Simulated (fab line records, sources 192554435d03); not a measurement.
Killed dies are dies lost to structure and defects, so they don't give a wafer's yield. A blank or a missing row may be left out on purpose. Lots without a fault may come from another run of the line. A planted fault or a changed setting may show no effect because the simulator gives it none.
Split-lot experiment | flow n5_finfet | 7 lots, 39 wafers read, on a route of 1938 steps

THE SPLIT
At N5_BEOL_M3_TRENCH_ETCH_37 (etches SiOC in C4F6/O2, target depth 55.555 nm, time 29.2 s), the setting time_s was moved away from the recipe's 29.2 s on 12 of the 39 wafers read, by -28.3% to +26.0%. The other wafers ran this setting at the recipe's value.

FROM THE SPLIT TO THE READING: what the file shows between them, 2 steps
- N5_BEOL_M3_ETCH_41: etches SiCN in CH3F/O2, target depth 29.9 nm, time 52.5 s
- N5_BEOL_M3_STRIP_97: strips in N2/H2, time 10 s

THE READING
trench_depth_nm, in nm, at N5_BEOL_M3_OCD_MEAS_38. Fault-free wafers of this fab line usually give 55.1 nm, standard deviation 1.1 nm.

wafer  | tool, chamber at the split | time_s as run, s | against the recipe | trench_depth_nm, nm | against lot-mates on the recipe
L078.1 | rie_diel-06, 0             | 29.2             | recipe             | 55.8                | -
L078.2 | rie_diel-06, 2             | 29.2             | recipe             | 55.3                | -
L078.3 | rie_diel-06, 1             | 29.2             | recipe             | 56.3                | -
L083.1 | rie_diel-06, 1             | 29.2             | recipe             | 55.3                | -
L083.2 | rie_diel-06, 3             | 29.2             | recipe             | 55.2                | -
L083.3 | rie_diel-06, 2             | 29.2             | recipe             | 54.5                | -
L083.4 | rie_diel-06, 0             | 22.71            | -22.2%             | 42.3                | -12.7
L083.5 | rie_diel-06, 0             | 22.71            | -22.2%             | 42.3                | -12.7
L083.6 | rie_diel-06, 3             | 22.71            | -22.2%             | 42.7                | -12.3
L082.1 | rie_diel-01, 2             | 29.2             | recipe             | 54.0                | -
L082.2 | rie_diel-01, 3             | 29.2             | recipe             | 55.0                | -
L082.3 | rie_diel-01, 0             | 29.2             | recipe             | 54.2                | -
L082.4 | rie_diel-01, 0             | 29.2             | recipe             | 53.8                | -
L082.5 | rie_diel-01, 2             | 29.2             | recipe             | 54.1                | -
L082.6 | rie_diel-01, 3             | 29.2             | recipe             | 55.3                | -
L085.1 | rie_diel-05, 1             | 36.79            | +26.0%             | 67.9                | +12.9
L085.2 | rie_diel-05, 0             | 29.2             | recipe             | 54.0                | -
L085.3 | rie_diel-05, 3             | 36.79            | +26.0%             | 71.7                | +16.7
L085.4 | rie_diel-05, 3             | 29.2             | recipe             | 57.4                | -
L085.5 | rie_diel-05, 0             | 29.2             | recipe             | 53.6                | -
L085.6 | rie_diel-05, 1             | 36.79            | +26.0%             | 67.2                | +12.2
L091.1 | rie_diel-01, 1             | 29.2             | recipe             | 55.4                | -
L091.2 | rie_diel-01, 2             | 20.94            | -28.3%             | 39.7                | -15.3
L091.3 | rie_diel-01, 0             | 29.2             | recipe             | 54.9                | -
L091.4 | rie_diel-01, 3             | 20.94            | -28.3%             | 41.0                | -14.0
L091.5 | rie_diel-01, 0             | 29.2             | recipe             | 54.8                | -
L091.6 | rie_diel-01, 1             | 20.94            | -28.3%             | 40.5                | -14.5
L093.1 | rie_diel-01, 3             | 29.2             | recipe             | 56.3                | -
L093.2 | rie_diel-01, 0             | 29.2             | recipe             | 55.7                | -
L093.3 | rie_diel-01, 2             | 29.2             | recipe             | 54.9                | -
L093.4 | rie_diel-01, 1             | 29.2             | recipe             | 55.8                | -
L093.5 | rie_diel-01, 0             | 29.2             | recipe             | 55.6                | -
L093.6 | rie_diel-01, 1             | 29.2             | recipe             | 55.9                | -
L090.1 | rie_diel-01, 1             | 29.2             | recipe             | 55.0                | -
L090.2 | rie_diel-01, 2             | 36.22            | +24.0%             | 68.9                | +13.7
L090.3 | rie_diel-01, 0             | 29.2             | recipe             | 55.2                | -
L090.4 | rie_diel-01, 3             | 36.22            | +24.0%             | 69.9                | +14.7
L090.5 | rie_diel-01, 0             | 36.22            | +24.0%             | 67.8                | +12.6
L090.6 | rie_diel-01, 1             | 29.2             | recipe             | 55.4                | -

THE FIT
A straight line over all 39 wafers: trench_depth_nm changes by +0.545 nm for each +1% of time_s; r = +0.99; the points scatter about the line by 1 nm.
The same after taking each lot's own level away (the mean of its wafers on the recipe; 39 wafers): +0.543 nm for each +1%; r = +0.99; scatter 0.92 nm.
On that fit, the largest move of time_s shifts the reading by 15 nm.
The lots' own levels span 54.40 to 55.80 nm, that is 1.3 times the standard deviation above.
So the lot-to-lot level changes the slope little: the two slopes agree.
Check: with one of the wafers moved furthest among these (-28.3%) left out of the fit, the line predicts -15.3 nm for it against its lot-mates. It came out at -15.3 nm against them.

THE WHOLE CHAIN: every reading that the file lists as answering this split, in the file's order
step                      | what it does                                                | reading                                                                          | change (the file's fit)                | r (the file's)
N5_BEOL_M3_TRENCH_ETCH_37 | etches SiOC in C4F6/O2, target depth 55.555 nm, time 29.2 s | BEOL_M3.feature_depth_nm (the simulator's own value, which no gauge read)        | +0.55 nm for each +1% of the setting   | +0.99
N5_BEOL_M3_TRENCH_ETCH_37 | etches SiOC in C4F6/O2, target depth 55.555 nm, time 29.2 s | etch.depth_nm (the simulator's own value, which no gauge read)                   | +0.551 nm for each +1% of the setting  | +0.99
N5_BEOL_M3_TRENCH_ETCH_37 | etches SiOC in C4F6/O2, target depth 55.555 nm, time 29.2 s | TiN_of_BEOL_M3_HM_DEP_02.thk_nm (the simulator's own value, which no gauge read) | -0.0233 nm for each +1% of the setting | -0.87
N5_BEOL_M3_OCD_MEAS_38    |                                                             | trench_depth_nm                                                                  | +0.543 nm for each +1% of the setting  | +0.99

THE FILE'S OWN FIT
trench_depth_nm changes by +0.543 nm for each +1% of time_s, r = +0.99.
